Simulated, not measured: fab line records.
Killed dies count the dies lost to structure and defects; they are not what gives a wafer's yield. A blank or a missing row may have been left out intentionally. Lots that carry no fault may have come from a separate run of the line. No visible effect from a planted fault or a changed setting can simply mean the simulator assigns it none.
fab line records | flow n5Finfet
[record] lots = 6 wafers = 18 lastDay = 18
route steps=1938 shown BEOL_M13@1694
lots untouched by any fault: they come from a run of this same line in which no faults occurred
startH: start of the lot's first displayed wafer, in hours after the record's first day | waitH: hours since the lot's step before | " as in the row above | L1.1+2: a single row standing in for several wafers | - value missing, or start not given | * or withheld: withheld | < > ~ a bound
route shown NAME@n: NAME is a module with steps in the file, n the number in the route of the first one | usual: mean and standard deviation over wafers with no fault | same: alike in all rows | chamber/n: place in a boat | sites: per-site readings | _std_site: how widely they spread, as a standard deviation | _edge_site: inner sites' mean taken away from outer sites' mean | radiusMm: for every site, how far away it sits from the centre of the wafer | mask NAME#n: copy n | behind: tool/chamber where the wafer was last shaped | hold: why the lot was held/for how many hours/how that ended | device: transistor that didn't switch, given as n, p or np | end of line: the route-end tests of the same wafers | for a step that has no rows: nothing shown but its recipe | killed: not the wafer's yield, but the dies lost to structure and defects at the first sort | map: dies across one wafer; x = killed, . = not, _ = none there
set.NAME: the run value of the setting; set.NAME@STEP: its run value at that earlier step | model.NAME: the simulator's own value behind a step, which no gauge read
lots seen at some steps along the route; tables by step, rows by wafer
services: from which hour (startH, from the record's first day; less than 0 if before it) a tool's chamber was out of use, for how many hours, and why
[[steps]]
[step N5_BEOL_M13_ETCH_68]
[recipe] chemistry = N2/H2 target = SOC maskMaterial = SiARC sourceW = 3000 biasW = 350 tempC = 40 timeS = 355 ionEnergyEv = 200 pressureMtorr = 30 n2FlowSccm = 200 h2FlowSccm = 200
[step N5_BEOL_M13_STRIP_69]
[recipe] chemistry = N2/H2 tempC = 40 n2FlowSccm = 200 h2FlowSccm = 200 rfFrequencyHz = 6e+07
[step N5_BEOL_M13_TRENCH_ETCH_34]
[recipe] chemistry = C4F8/O2/Ar target = SiOC targetDepthA = 4134.7 maskMaterial = SOC pressureMtorr = 30 sourceW = 3000 biasW = 700 Ar_flow_sccm = 400 C4F8_flow_sccm = 15 O2_flow_sccm = 8 heInnerTorr = 15 heOuterTorr = 30 timeS = 162.6 ionEnergyEv = 250
[usual] biasW = 700.0/2.1 chamberPressureMTorr = 30.003/0.027 drypumpMotorCurrentA = 5.9/0.71 oesProductAu = 0.75/0.052 rfVppV = 664.6/2.6 showerheadPlenumPTorr = 3.38/0.086 throttleValvePct = 24.04/0.18
// columns lot.wafer tool chamber startH waitH biasW chamberPressureMTorr drypumpMotorCurrentA oesProductAu rfHoursCounterH rfVppV showerheadPlenumPTorr throttleValvePct
L131.1 rieDiel-03 0 337.84 0.0 703.7 29.989 6.4 0.76 133 666.7 3.39 23.92
L131.2 " 1 " " 700.5 30.002 5.4 0.80 85 665.6 3.45 23.73
L131.5 " 0 " " 701.1 30.007 6.4 0.77 - 665.9 3.39 23.93
L130.2 rieDiel-03 1 339.43 0.0 696.7 30.012 5.3 0.78 86 665.4 3.45 23.73
L130.4 " 2 " " 703.6 30.067 6.6 0.72 219 660.6 3.25 24.29
L130.6 " 1 " " 699.2 29.977 5.3 0.79 - 667.1 3.45 23.72
L128.1 rieDiel-01 2 341.13 0.0 702.8 30.006 5.2 0.68 208 663.8 3.40 23.98
L128.2 " 3 " " 703.7 30.022 6.4 0.81 81 662.0 3.34 24.22
L128.4 " 1 " " 700.0 30.024 4.9 0.67 241 660.3 3.24 24.27
L133.1 rieDiel-03 1 356.47 0.0 697.3 30.016 5.3 0.78 92 666.0 3.45 23.72
L133.2 " 3 " " 699.8 29.973 6.5 0.70 248 662.9 3.34 24.13
L133.3 " 0 " " 702.4 29.983 6.4 0.75 140 666.8 3.39 23.92
L138.2 rieDiel-03 1 370.24 0.0 700.1 30.013 5.4 0.79 97 665.9 3.44 23.75
L138.3 " 0 " " 698.5 29.976 6.4 0.76 145 665.5 3.39 23.93
L138.5 " 0 " " 699.4 30.002 6.4 0.76 - 666.3 3.39 23.92
L141.2 rieDiel-04 3 399.35 0.0 697.9 29.996 6.8 0.78 125 661.0 3.30 24.16
L141.3 " 0 " " 700.4 29.965 5.4 0.68 249 667.4 3.47 24.03
L141.4 " 1 " " 695.4 30.003 4.7 0.69 220 670.2 3.51 24.07
[step N5_BEOL_M13_STRIP_70]
[recipe] chemistry = C4F8/O2/Ar resist = SiARC rfFrequencyHz = 6e+07
[step N5_BEOL_M13_OCD_MEAS_35]
[usual] trenchDepthNm = 410/5.4
// columns lot.wafer tool chamber startH waitH trenchDepthNm
L131.1 ocd-01 - 338.01 0.0 409
L131.2 " - " " 411
L131.5 " - " " 411
L130.2 ocd-02 - 339.61 0.0 407
L130.4 " - " " 407
L130.6 " - " " 411
L128.1 ocd-02 - 341.31 0.0 395
L128.2 " - " " 410
L128.4 " - " " 403
L133.1 ocd-02 - 356.64 0.0 406
L133.2 " - " " 416
L133.3 " - " " 410
L138.2 ocd-01 - 370.42 0.0 413
L138.3 " - " " 409
L138.5 " - " " 409
L141.2 ocd-01 - 399.53 0.0 419
L141.3 " - " " 410
L141.4 " - " " 411
[step N5_BEOL_M13_STRIP_37]
[recipe] chemistry = N2/H2 powerW = 1000 tempC = 250 h2Frac = 0.65 overashFraction = 0.3 pressureMtorr = withheld n2FlowSccm = 1750 h2FlowSccm = 3250
[step N5_BEOL_M13_ETCH_38]
[recipe] chemistry = CF4/N2 target = SiCN targetDepthA = 675 taperDeg = 2 timeS = 71.9 ionEnergyEv = 150 maskMaterial = SiO2 pressureMtorr = 40 sourceW = 430 biasW = 70 Ar_flow_sccm = 100 cf4FlowSccm = 60 n2FlowSccm = 60
[usual] biasW = 69.98/0.2 chamberPressureMTorr = 40.00/0.037 drypumpMotorCurrentA = 5.9/0.72 oesProductAu = 0.74/0.054 rfVppV = 381.9/1.8 showerheadPlenumPTorr = 2.19/0.062 throttleValvePct = 15.38/0.19
// columns lot.wafer tool chamber startH waitH biasW chamberPressureMTorr drypumpMotorCurrentA oesProductAu rfHoursCounterH rfVppV showerheadPlenumPTorr throttleValvePct
L131.1 rieDiel-03 2 339.58 - 69.75 40.00 6.6 0.71 219 379.9 2.09 15.60
L131.2 " 3 " " 70.29 39.95 6.5 0.69 243 381.3 2.16 15.59
L131.5 " 2 " " 69.88 40.02 6.6 0.72 - 379.4 2.09 15.61
L130.2 rieDiel-03 2 340.11 - 70.20 40.04 6.6 0.73 219 380.0 2.09 15.62
L130.4 " 0 " " 70.23 39.97 6.4 0.74 134 381.0 2.20 15.29
L130.6 " 3 " " 69.91 40.02 6.4 0.70 - 382.9 2.16 15.57
L128.1 rieDiel-03 2 342.08 - 69.81 40.06 6.6 0.71 220 379.7 2.09 15.61
L128.2 " 3 " " 70.30 40.04 6.5 0.70 245 382.0 2.16 15.57
L128.4 " 1 " " 70.10 40.07 5.3 0.79 87 384.3 2.23 15.04
L133.1 rieDiel-04 0 359.75 - 69.89 40.01 5.3 0.68 236 382.6 2.26 15.46
L133.2 " 3 " " 70.18 40.02 6.8 0.78 112 378.7 2.14 15.40
L133.3 " 2 " " 70.15 40.02 6.5 0.79 71 380.5 2.14 15.16
L138.2 rieDiel-03 0 373.78 - 70.22 40.02 6.4 0.74 147 382.5 2.19 15.29
L138.3 " 2 " " 69.83 40.04 6.6 0.71 231 377.9 2.09 15.64
L138.5 " 0 " " 70.18 40.07 6.4 0.74 - 380.2 2.19 15.32
L141.2 rieDiel-01 1 401.06 - 69.72 40.00 4.8 0.95 2 386.5 2.34 15.12
L141.3 " 0 " " 69.85 40.01 5.6 0.76 185 381.8 2.21 15.70
L141.4 " 0 " " 69.79 39.96 5.6 0.75 - 382.5 2.21 15.70
[step N5_BEOL_M13_PRECLEAN_39]
[recipe] chemistry = residueRemover timeS = 60 tempC = 40
[step N5_BEOL_M13_SRD_40]
[recipe] timeS = 30 tempC = 23 rinseLiquid = diw dry = n2Spin spinRpm = 1500 dryTimeS = 30
[step N5_BEOL_M13_DEGAS_41]
[recipe] ambient = vacuum tempC = 250 timeS = 60
[usual] heaterPowerW = 335/30
// columns lot.wafer tool chamber startH waitH heaterPowerW
L131.1 pvdSputter-03 - 339.99 0.2 368
L131.2 " - " " 288
L131.5 " - " " 291
L130.2 pvdSputter-03 - 340.31 0.0 335
L130.4 " - " " 365
L130.6 " - " " 290
L128.1 pvdSputter-03 - 342.50 0.3 351
L128.2 " - " " 365
L128.4 " - " " 335
L133.1 pvdSputter-03 - 360.26 0.3 290
L133.2 " - " " 361
L133.3 " - " " 330
L138.2 pvdSputter-01 - 374.45 0.5 300
L138.3 " - " " 365
L138.5 " - " " 299
L141.2 pvdSputter-01 - 401.45 0.2 392
L141.3 " - " " 297
L141.4 " - " " 302
[step N5_BEOL_M13_PRE_CLEAN_42]
[recipe] gas = H2/He timeS = 30 tempC = 250
[step N5_BEOL_M13_SPUTTER_43]
[recipe] material = TaN targetThkA = 150 tempC = 50 biasV = 168.6 powerW = 15000 chamberPressurePa = 0.12 timeS = 24.19
[usual] substrateTempC = 50.00/0.12 throttleValvePct = 30.1/0.97
// columns lot.wafer tool chamber startH waitH substrateTempC throttleValvePct
L131.1 pvdSputter-03 - 340.07 0.0 50.28 31.6
L131.2 " - " " 49.74 30.5
L131.5 " - " " 49.95 30.1
L130.2 pvdSputter-03 - 340.39 0.0 50.10 30.3
L130.4 " - " " 49.84 31.2
L130.6 " - " " 50.07 30.0
L128.1 pvdSputter-03 - 342.58 0.0 49.98 30.1
L128.2 " - " " 50.02 31.5
L128.4 " - " " 50.16 28.6
L133.1 pvdSputter-03 - 360.34 0.0 50.13 30.3
L133.2 " - " " 50.15 31.4
L133.3 " - " " 50.14 28.6
L138.2 pvdSputter-01 - 374.54 0.0 50.02 29.8
L138.3 " - " " 49.88 31.9
L138.5 " - " " 49.97 29.7
L141.2 pvdSputter-01 - 401.53 0.0 50.02 30.1
L141.3 " - " " 49.73 30.0
L141.4 " - " " 49.98 29.9
[step N5_BEOL_M13_SPUTTER_44]
[recipe] material = Ta targetThkA = 100 tempC = 50 biasV = 80 powerW = 15000 chamberPressurePa = 0.07 timeS = 16.13
[usual] substrateTempC = 50.00/0.12 throttleValvePct = 30.1/0.98
// columns lot.wafer tool chamber startH waitH substrateTempC throttleValvePct model.Ta_of_BEOL_M13_SPUTTER_44.thkNm
L131.1 pvdSputter-03 - 340.15 0.0 49.95 31.5 10
L131.2 " - " " 49.93 30.3 9.8
L131.5 " - " " 50.04 30.3 9.8
L130.2 pvdSputter-03 - 340.47 0.0 49.92 29.9 9.8
L130.4 " - " " 50.06 31.2 9.8
L130.6 " - " " 50.04 30.3 9.6
L128.1 pvdSputter-03 - 342.66 0.0 49.89 30.3 5.8
L128.2 " - " " 49.92 31.5 5.8
L128.4 " - " " 50.10 29.0 5.6
L133.1 pvdSputter-03 - 360.42 0.0 49.99 30.1 5.8
L133.2 " - " " 50.04 31.2 6
L133.3 " - " " 50.19 28.6 6
L138.2 pvdSputter-01 - 374.63 0.0 49.94 29.6 10
L138.3 " - " " 50.19 31.8 10
L138.5 " - " " 49.91 30.0 10
L141.2 pvdSputter-01 - 401.61 0.0 49.99 30.1 9.8
L141.3 " - " " 49.85 29.9 9.8
L141.4 " - " " 50.00 29.5 10
[step N5_BEOL_M13_SPUTTER_45]
[recipe] material = Cu targetThkA = 800 tempC = -20 biasV = 60 powerW = 26000 chamberPressurePa = 0.13 timeS = 13.33
[usual] substrateTempC = -20.02/0.094 throttleValvePct = 30.1/0.99
// columns lot.wafer tool chamber startH waitH substrateTempC throttleValvePct
L131.1 pvdSputter-03 - 340.23 0.0 -19.98 31.2
L131.2 " - " " -20.02 30.5
L131.5 " - " " -19.98 30.3
L130.2 pvdSputter-03 - 340.55 0.0 -20.02 29.6
L130.4 " - " " -20.12 31.4
L130.6 " - " " -19.95 30.3
L128.1 pvdSputter-03 - 342.74 0.0 -20.00 30.3
L128.2 " - " " -20.41 31.2
L128.4 " - " " -19.98 28.6
L133.1 pvdSputter-03 - 360.50 0.0 -20.06 30.4
L133.2 " - " " -20.06 31.7
L133.3 " - " " -19.96 28.4
L138.2 pvdSputter-01 - 374.72 0.0 -19.99 29.6
L138.3 " - " " -20.07 32.0
L138.5 " - " " -20.10 29.7
L141.2 pvdSputter-01 - 401.69 0.0 -20.01 29.9
L141.3 " - " " -19.89 30.3
L141.4 " - " " -19.97 29.8
[step N5_BEOL_M13_ECD_47]
[recipe] material = Cu targetThkA = 9360
[step N5_BEOL_M13_ANNEAL_48]
[recipe] tempC = 225 timeS = 90 ambient = N2
[step N5_BEOL_M13_CMP_49]
[recipe] stopOn = SiOC tOverpolishS = 17.1 downForcePsi = 1 platenRpm = 50 clearingPlatenDownForcePsi = 1.5 clearingPlatenRpm = 50 postCmpClean = cuAlkaline targetThkNm = 420 clearingPlatenPadVelocityMS = 0.99484 padVelocityMS = 0.99484
[usual] barrierFieldEndpointS = 30.4/0.74 motorCurrentA = 5.7/0.82 slurryFilterDpKPa = 13.52/0.14
// columns lot.wafer tool chamber startH waitH barrierFieldEndpointS motorCurrentA slurryFilterDpKPa
L131.1 cmp-01 3 340.80 0.3 29.9 6.2 13.53
L131.2 " 2 " " 30.8 6.4 13.59
L131.5 " 3 " " 30.0 6.2 13.76
L130.4 cmp-01 1 341.12 0.1 30.4 6.0 13.56
L130.2 " 2 " " 31.1 6.1 13.47
L130.6 " 2 " " 30.6 6.7 13.54
L128.4 cmp-01 3 343.41 0.2 24.3 5.7 13.53
L128.1 " 0 " " 25.1 7.5 13.60
L128.2 " 1 " " 24.6 6.0 13.58
L133.1 cmp-02 3 361.09 0.3 25.9 4.9 13.59
L133.2 " 1 " " 24.9 5.5 13.70
L133.3 " 2 " " 25.5 4.7 13.36
L138.3 cmp-02 0 375.31 0.2 30.2 6.0 13.39
L138.2 " 3 " " 30.4 5.0 13.29
L138.5 " 1 " " 29.1 5.7 13.44
L141.3 cmp-02 0 402.27 0.2 29.7 6.4 13.55
L141.2 " 1 " " 28.9 5.9 13.44
L141.4 " 2 " " 29.9 4.8 13.62
[step N5_BEOL_M13_THK_MEAS_50]
[recipe] thkMeasGauge = xrf reads = Cu_of_BEOL_M13_ECD_47
[usual] M13_THK = 423/6.2
// columns lot.wafer tool chamber startH waitH M13_THK[nm]
L131.1 filmMetro-02 - 341.10 - 421
L131.2 " - " " 426
L131.5 " - " " 423
L130.2 filmMetro-01 - 341.42 - 418
L130.4 " - " " 418
L130.6 " - " " 422
L128.1 filmMetro-01 - 343.67 - 414
L128.2 " - " " 431
L128.4 " - " " 421
L133.1 filmMetro-01 - 361.39 - 420
L133.2 " - " " 430
L133.3 " - " " 426
L138.2 filmMetro-02 - 375.60 - 423
L138.3 " - " " 420
L138.5 " - " " 421
L141.2 filmMetro-02 - 402.56 - 435
L141.3 " - " " 426
L141.4 " - " " 427
[[services]]
// columns tool chamber startH hours kind
rieDiel-03 3 329.30 4.3 repair
rieDiel-04 3 332.64 7.5 repair
rieDiel-04 0 334.08 6.7 repair
rieDiel-03 3 348.00 1.3 repair
rieDiel-03 3 361.07 - clean
rieDiel-03 3 361.07 - consumableReplace:focusRing
rieDiel-03 3 361.07 29.4 scheduledDown
rieDiel-03 3 361.07 29.4 ventCycle
rieDiel-01 1 372.75 - clean
rieDiel-01 1 372.75 - consumableReplace:focusRing
rieDiel-01 1 372.75 - consumableReplace:showerhead
rieDiel-01 1 372.75 22.7 scheduledDown
rieDiel-01 1 372.75 22.7 ventCycle
rieDiel-01 3 380.65 7.9 repair
rieDiel-03 - 390.96 14.6 pm
pvdSputter-03 - 393.82 0.9 repair
rieDiel-01 2 399.94 1.9 repair
rieDiel-04 0 401.11 - clean
rieDiel-04 0 401.11 - consumableReplace:focusRing
rieDiel-04 0 401.11 15.6 scheduledDown
rieDiel-04 0 401.11 15.6 ventCycle
[[key]]
[firstSign] step = N5_BEOL_M13_CMP_49 reading = barrierFieldEndpointS direction = down sigmas = 7.2 usual = 30.4 struck = 25.1
effect none on later readings
[modelEffect] step = N5_BEOL_M13_SPUTTER_44 value = Ta_of_BEOL_M13_SPUTTER_44.thkNm without = 10.07 struck = 5.833
metAt N5_BEOL_M13_SPUTTER_44
struckWafers L128.1,L128.2,L128.4,L133.1,L133.2,L133.3
onsetBetween 340.47 342.66
alsoFits N5_BEOL_M13_DEGAS_41:pvdSputter-03,N5_BEOL_M13_SPUTTER_43:pvdSputter-03,N5_BEOL_M13_SPUTTER_45:pvdSputter-03
[fault] kind = processParameterDrift tool = pvdSputter-03 chamber = - onsetH = 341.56 steps = N5_BEOL_M13_SPUTTER_44 channel = timeS offset = * shape = step endH = 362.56 actsIn = * stated = *
